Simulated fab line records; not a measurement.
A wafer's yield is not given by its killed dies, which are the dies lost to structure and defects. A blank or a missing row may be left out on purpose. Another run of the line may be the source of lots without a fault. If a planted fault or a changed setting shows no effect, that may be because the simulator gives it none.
Which tool did it? | flow n5 finfet | at 1 step of a route of 1938, 9 lots with 27 wafers sampled

## WHAT THE GAUGES SHOWED, per wafer
N5_BEOL_M4_RC_MEAS_101. Usual: DIBL_N 37.5 mV/V, standard deviation 1.9; DIBL_P 37.3 mV/V, standard deviation 2.4; IOFF_N 0.18 nA/um, standard deviation 0.038; IOFF_P 0.23 nA/um, standard deviation 0.045; ION_N 677 uA/um, standard deviation 11; ION_P 464 uA/um, standard deviation 8.1; SS_N 72.0 mV/dec, standard deviation 0.68; SS_P 73.5 mV/dec, standard deviation 0.77; VT_N 249 mV, standard deviation 3.3; VT_P -249 mV, standard deviation 3.6.
lot  | measured     | on        | DIBL_N (mV/V)  | DIBL_P (mV/V)  | IOFF_N (nA/um) | IOFF_P (nA/um) | ION_N (uA/um) | ION_P (uA/um) | SS_N (mV/dec)  | SS_P (mV/dec)  | VT_N (mV)   | VT_P (mV)      | flag
L167 | day 8 00:23  | prober-02 | 38.1 40.4 37.6 | 37.5 40.1 36.8 | 0.18 0.23 0.17 | 0.20 0.24 0.19 | 672 687 665   | 449 465 451   | 72.3 73.4 71.6 | 73.7 73.7 73.8 | 250 248 252 | -251 -249 -254 |
L171 | day 8 20:15  | prober-02 | 35.6 39.6 39.7 | 35.8 39.9 39.8 | 0.12 0.19 0.20 | 0.18 0.25 0.24 | 663 674 679   | 458 467 464   | 71.6 72.5 72.7 | 72.7 74.1 74.1 | 257 251 249 | -254 -246 -252 |
L172 | day 9 03:54  | prober-01 | 37.5 38.2 36.4 | 35.8 37.2 35.1 | 0.17 0.18 0.15 | 0.24 0.25 0.22 | 670 685 673   | 466 471 469   | 71.7 71.5 71.0 | 73.2 73.8 72.5 | 248 247 248 | -248 -247 -250 |
L174 | day 9 20:13  | prober-01 | 35.6 38.9 38.5 | 35.0 37.3 36.6 | 0.16 0.21 0.21 | 0.25 0.29 0.26 | 682 692 687   | 478 481 469   | 71.4 71.5 72.3 | 74.2 74.3 74.1 | 247 248 248 | -246 -244 -245 |
L182 | day 12 03:10 | prober-01 | 36.8 37.4 34.9 | 35.2 34.8 33.6 | 0.17 0.18 0.14 | 0.23 0.24 0.19 | 682 676 663   | 467 470 454   | 71.5 72.2 71.0 | 72.5 73.2 72.4 | 251 251 251 | -245 -246 -250 |
L181 | day 12 05:04 | prober-02 | 36.3 38.0 35.7 | 36.8 39.5 36.7 | 0.16 0.21 0.16 | 0.20 0.23 0.20 | 666 692 672   | 460 464 459   | 71.8 72.0 71.4 | 73.5 74.0 73.0 | 252 244 249 | -253 -251 -250 |
L183 | day 12 09:42 | prober-01 | 38.6 42.1 40.1 | 38.3 41.9 38.9 | 0.18 0.27 0.22 | 0.26 0.32 0.26 | 678 703 697   | 468 473 474   | 72.4 73.1 73.2 | 74.2 75.1 74.1 | 246 244 247 | -246 -243 -249 |
L185 | day 13 02:58 | prober-02 | 40.4 34.6 39.7 | 40.5 33.0 38.5 | 0.23 0.11 0.23 | 0.27 0.16 0.24 | 687 658 690   | 463 459 463   | 72.3 71.4 72.9 | 74.8 72.1 74.0 | 244 257 244 | -250 -255 -246 |
L189 | day 13 12:23 | prober-02 | 38.9 36.0 34.5 | 38.9 36.7 36.0 | 0.22 0.15 0.13 | 0.25 0.21 0.20 | 682 675 664   | 458 466 462   | 72.6 71.9 71.6 | 73.9 72.7 73.4 | 248 249 253 | -249 -248 -250 |

## TOOL THAT RAN EACH LOT (tool first, then ch and the chambers of the sampled wafers, then the start)
There is no process step in the record ahead of these readings.

## WHAT THE TOOLS THEMSELVES READ (means of the sampled wafers that have a number; where no wafer has one, the mark that the record gives instead)
The record holds no such reading with a usual standard deviation.

## THE ANSWER, worked out from the rows above alone
Rule: a lot is off if the mean of its wafers that have a number lies more than 3 standard deviations from the usual mean. Also off: a lot with no number at a reading for which 4 or more lots have one. The other lots that the step has rows for count as sound. After the gauges, taken in route order, come the tools' own readings; for these a lot's mean is taken, as printed above. At the first step where some lot is off, the reading lying furthest off is the one used; lots without a number count as furthest.
Nothing can be told from this: no lot is off at any reading shown.

## WHAT HAD BEEN PUT IN BY THE SIMULATOR
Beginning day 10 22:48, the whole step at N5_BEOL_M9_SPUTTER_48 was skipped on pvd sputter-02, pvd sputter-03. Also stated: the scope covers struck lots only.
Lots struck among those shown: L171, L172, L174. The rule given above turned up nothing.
